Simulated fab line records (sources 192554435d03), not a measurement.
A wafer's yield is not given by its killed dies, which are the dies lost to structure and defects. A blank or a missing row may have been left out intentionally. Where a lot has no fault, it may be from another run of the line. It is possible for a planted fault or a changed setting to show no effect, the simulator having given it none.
The tool behind it: which one? | flow n5 finfet | 9 lots, 27 wafers sampled, at 6 steps of a route of 1938

## WHAT THE GAUGES SHOWED, per wafer
N5_BEOL_M3_CD_MEAS_11: target cd 17.05 nm.
lot  | measured     | on        | cd nm (nm)
L260 | day 8 07:11  | cd sem-02 | 16.79 16.98 16.77
L262 | day 8 07:21  | cd sem-03 | 17.06 17.10 17.30
L261 | day 8 10:11  | cd sem-03 | 17.44 17.00 17.46
L263 | day 8 19:29  | cd sem-02 | 16.98 17.18 16.91
L264 | day 8 22:22  | cd sem-02 | 17.35 16.96 17.27
L274 | day 11 23:28 | cd sem-03 | 17.15 17.12 17.26
L275 | day 12 04:52 | cd sem-03 | 17.02 16.89 16.82
L279 | day 12 23:44 | cd sem-02 | 16.76 17.17 17.07
L280 | day 13 02:37 | cd sem-01 | 17.40 16.78 17.30

N5_BEOL_M3_CD_MEAS_28: target cd 25.7 nm, target cd y 23.3 nm.
lot  | measured     | on        | cd nm (nm)
L260 | day 8 08:11  | cd sem-03 | 25.85 25.99 26.05
L262 | day 8 08:14  | cd sem-01 | 25.78 26.22 25.43
L261 | day 8 11:10  | cd sem-01 | 26.02 26.22 25.88
L263 | day 8 20:29  | cd sem-02 | 25.11 22.92 22.50
L264 | day 8 23:14  | cd sem-02 | 25.68 23.31 22.75
L274 | day 12 00:31 | cd sem-03 | 25.60 25.86 25.57
L275 | day 12 05:44 | cd sem-03 | 26.01 25.68 25.97
L279 | day 13 00:49 | cd sem-01 | 25.69 25.84 25.64
L280 | day 13 03:39 | cd sem-02 | 25.48 25.97 25.70

N5_BEOL_M4_RC_MEAS_101.
lot  | measured     | on        | CHAIN_V2 (ohm/link) | CHAIN_V2_max_site (ohm/link) | DIBL_N (mV/V)  | DIBL_P (mV/V)  | IOFF_N (nA/um) | IOFF_P (nA/um) | ION_N (uA/um) | ION_P (uA/um) | SS_N (mV/dec)  | SS_P (mV/dec)  | VT_N (mV)   | VT_P (mV)
L260 | day 9 17:16  | prober-01 | 223 224 235         | 229 238 240                  | 37.6 35.8 35.0 | 38.7 35.3 35.0 | 0.17 0.13 0.12 | 0.21 0.16 0.16 | 675 672 666   | 462 452 455   | 72.0 71.6 70.9 | 73.9 72.1 72.7 | 248 252 252 | -250 -256 -255
L262 | day 10 02:59 | prober-01 | 202 239 237         | 210 245 243                  | 36.7 36.5 37.5 | 36.5 36.4 37.5 | 0.17 0.16 0.18 | 0.22 0.20 0.22 | 675 664 682   | 470 455 469   | 71.0 71.4 72.1 | 73.9 72.9 74.1 | 248 251 248 | -249 -251 -248
L261 | day 10 10:26 | prober-02 | 219 220 230         | 232 225 234                  | 38.8 35.0 36.4 | 38.2 33.1 35.1 | 0.18 0.12 0.15 | 0.23 0.16 0.20 | 684 666 686   | 466 455 464   | 71.7 70.6 71.9 | 73.9 73.1 73.5 | 252 256 251 | -247 -255 -251
L263 | day 10 16:30 | prober-02 | 217 303 306         | 234 333 324                  | 36.3 35.1 37.4 | 35.5 33.6 36.4 | 0.15 0.13 0.18 | 0.19 0.17 0.21 | 674 667 694   | 463 462 471   | 70.6 70.5 71.2 | 73.7 73.0 72.5 | 251 250 246 | -251 -252 -254
L264 | day 10 15:55 | prober-01 | 207 287 279         | 220 292 285                  | 35.5 35.7 34.7 | 36.4 36.0 34.5 | 0.16 0.15 0.13 | 0.22 0.21 0.18 | 679 668 663   | 465 457 451   | 71.4 71.8 71.7 | 73.5 72.9 73.5 | 248 251 253 | -251 -248 -250
L274 | day 13 21:56 | prober-02 | 233 221 231         | 243 229 236                  | 36.4 34.7 35.0 | 36.7 33.9 33.9 | 0.16 0.13 0.14 | 0.23 0.19 0.20 | 685 669 676   | 475 460 463   | 71.0 70.9 71.5 | 73.9 72.7 72.5 | 249 251 251 | -249 -249 -248
L275 | day 13 20:44 | prober-01 | 242 238 257         | 244 251 273                  | 38.0 33.7 34.7 | 37.5 32.2 33.5 | 0.20 0.12 0.13 | 0.26 0.17 0.18 | 699 654 674   | 471 452 461   | 72.3 70.6 71.4 | 74.3 72.7 74.0 | 246 253 251 | -244 -250 -251
L279 | day 15 14:51 | prober-02 | 236 226 238         | 247 238 251                  | 35.6 34.9 36.8 | 35.1 34.2 35.7 | 0.12 0.12 0.14 | 0.18 0.17 0.19 | 648 672 667   | 450 464 461   | 71.4 70.7 70.9 | 73.4 73.2 72.4 | 255 254 252 | -253 -251 -253
L280 | day 15 18:29 | prober-02 | 237 227 219         | 242 232 224                  | 35.4 34.7 40.7 | 36.1 35.6 41.8 | 0.13 0.13 0.24 | 0.16 0.16 0.26 | 665 662 697   | 456 456 463   | 71.8 71.1 73.0 | 72.6 73.2 74.2 | 254 252 245 | -253 -256 -247

## WHICH TOOL RAN EACH LOT (tool, then ch and the chambers of the sampled wafers, then the start)
lot  | N5_BEOL_M3_DESCUM_16               | N5_BEOL_M3_EXPOSE_25              | N5_BEOL_M3_ETCH_77
L260 | rie diel-04 ch 0,1, day 8 07:19    | euv scanner-02 ch 0, day 8 08:03  | rie diel-05 ch 2,3, day 8 08:20
L262 | rie diel-05 ch 1,2,3, day 8 07:28  | euv scanner-02 ch 0, day 8 08:05  | rie diel-04 ch 0,1,3, day 8 08:23
L261 | rie diel-01 ch 2,3, day 8 10:18    | euv scanner-02 ch 0, day 8 11:02  | rie diel-05 ch 0,2, day 8 11:20
L263 | rie diel-05 ch 0,1,2, day 8 19:37  | euv scanner-02 ch 0, day 8 20:22  | rie diel-01 ch 1,3, day 8 20:39
L264 | rie diel-04 ch 1,2,3, day 8 22:29  | euv scanner-02 ch 0, day 8 23:06  | rie diel-01 ch 0,2,3, day 8 23:23
L274 | rie diel-01 ch 0,1,3, day 11 23:44 | euv scanner-02 ch 0, day 12 00:22 | rie diel-04 ch 1,3, day 12 00:40
L275 | rie diel-04 ch 0,3, day 12 04:59   | euv scanner-02 ch 0, day 12 05:37 | rie diel-01 ch 0,3, day 12 05:54
L279 | rie diel-01 ch 1,2,3, day 12 23:57 | euv scanner-01 ch 0, day 13 00:40 | rie diel-01 ch 0,1,2, day 13 00:59
L280 | rie diel-05 ch 0,1,2, day 13 02:44 | euv scanner-02 ch 0, day 13 03:30 | rie diel-05 ch 0,1,3, day 13 03:49
- N5_BEOL_M3_DESCUM_16: chemistry O2, time 7 s.
- N5_BEOL_M3_EXPOSE_25: exposes mask V2, defocus 5 nm.
- N5_BEOL_M3_ETCH_77: etches underlayer in N2/H2, target depth 6.5 nm, time 5.2 s.

## AS READ BY THE TOOLS THEMSELVES (means over the sampled wafers that have a number; for cases with no such wafer, the mark the record gives instead)
N5_BEOL_M3_DESCUM_16.
lot  | tool        | drypump motor current A (A) | oes product au (a.u.) | rf vpp V (V) | showerhead plenum p Torr (Torr) | throttle valve pct (%)
L260 | rie diel-04 | 5.8                         | 0.75                  | 242.5        | 2.06                            | 20.59
L262 | rie diel-05 | 5.5                         | 0.85                  | 243.3        | 2.10                            | 20.52
L261 | rie diel-01 | 5.5                         | 0.87                  | 243.4        | 2.10                            | 20.26
L263 | rie diel-05 | 5.4                         | 0.79                  | 242.9        | 2.14                            | 20.69
L264 | rie diel-04 | 5.7                         | 0.78                  | 242.2        | 2.04                            | 20.52
L274 | rie diel-01 | 6.2                         | 0.83                  | 242.9        | 2.11                            | 20.43
L275 | rie diel-04 | 5.8                         | 0.69                  | 242.1        | 2.06                            | 20.71
L279 | rie diel-01 | 5.9                         | 0.79                  | 242.9        | 2.10                            | 20.40
L280 | rie diel-05 | 5.4                         | 0.76                  | 243.5        | 2.13                            | 20.75

N5_BEOL_M3_ETCH_77.
lot  | tool        | drypump motor current A (A) | etch rf on time s (s) | oes product au (a.u.) | rf vpp V (V) | showerhead plenum p Torr (Torr) | throttle valve pct (%)
L260 | rie diel-05 | 5.3                         | 5.07                  | 0.69                  | 521.3        | 2.44                            | 17.70
L262 | rie diel-04 | 5.8                         | 5.16                  | 0.65                  | 521.8        | 2.51                            | 18.10
L261 | rie diel-05 | 5.2                         | 5.15                  | 0.64                  | 522.5        | 2.50                            | 17.83
L263 | rie diel-01 | 6.2                         | 5.01                  | 0.67                  | 524.5        | 2.57                            | 17.81
L264 | rie diel-01 | 5.8                         | 5.09                  | 0.70                  | 523.6        | 2.57                            | 17.93
L274 | rie diel-04 | 5.8                         | 5.17                  | 0.67                  | 523.1        | 2.48                            | 18.05
L275 | rie diel-01 | 6.3                         | 5.09                  | 0.77                  | 524.0        | 2.57                            | 17.94
L279 | rie diel-01 | 5.8                         | 4.95                  | 0.70                  | 525.5        | 2.61                            | 17.89
L280 | rie diel-05 | 5.2                         | 5.12                  | 0.67                  | 525.0        | 2.59                            | 18.05

## THE ANSWER, worked out from the rows above alone
Rule: what is usual is taken from the lots themselves. The widest of any qualifying gaps counts: lots, ordered by their means at a reading, are off when they make up no more than a third of the lots, leave a main group of 4 or more, and stand apart from it by 3 or more times the standard deviation of that group's means. A main group whose means are all the same, to the digits that the tables above print for the reading, isn't used. Also off: a lot with no number at a reading for which 4 or more lots have one. Where the step has rows for the other lots, those lots are counted as sound. Order of review: gauges by route order, followed by the tools' own readings, for which a lot's mean as printed above is used. At the first step where some lot is off, the reading lying furthest off is the one used; lots without a number count as furthest.
Off at N5_BEOL_M3_CD_MEAS_28 (cd nm): L263, L264. Mean 25.83 nm and standard deviation 0.13 in the main group.
If a tool, at a process step before that reading, ran all the lots that are off and no sound lot after the first of them, it fits. Not tried: the gauges at N5_BEOL_M3_CD_MEAS_28; whatever is off there is also off at N5_BEOL_M4_RC_MEAS_101, on other tools, and gauge error can't account for it. No candidate that was tried fits.

## WHAT THE SIMULATOR HAD PUT IN
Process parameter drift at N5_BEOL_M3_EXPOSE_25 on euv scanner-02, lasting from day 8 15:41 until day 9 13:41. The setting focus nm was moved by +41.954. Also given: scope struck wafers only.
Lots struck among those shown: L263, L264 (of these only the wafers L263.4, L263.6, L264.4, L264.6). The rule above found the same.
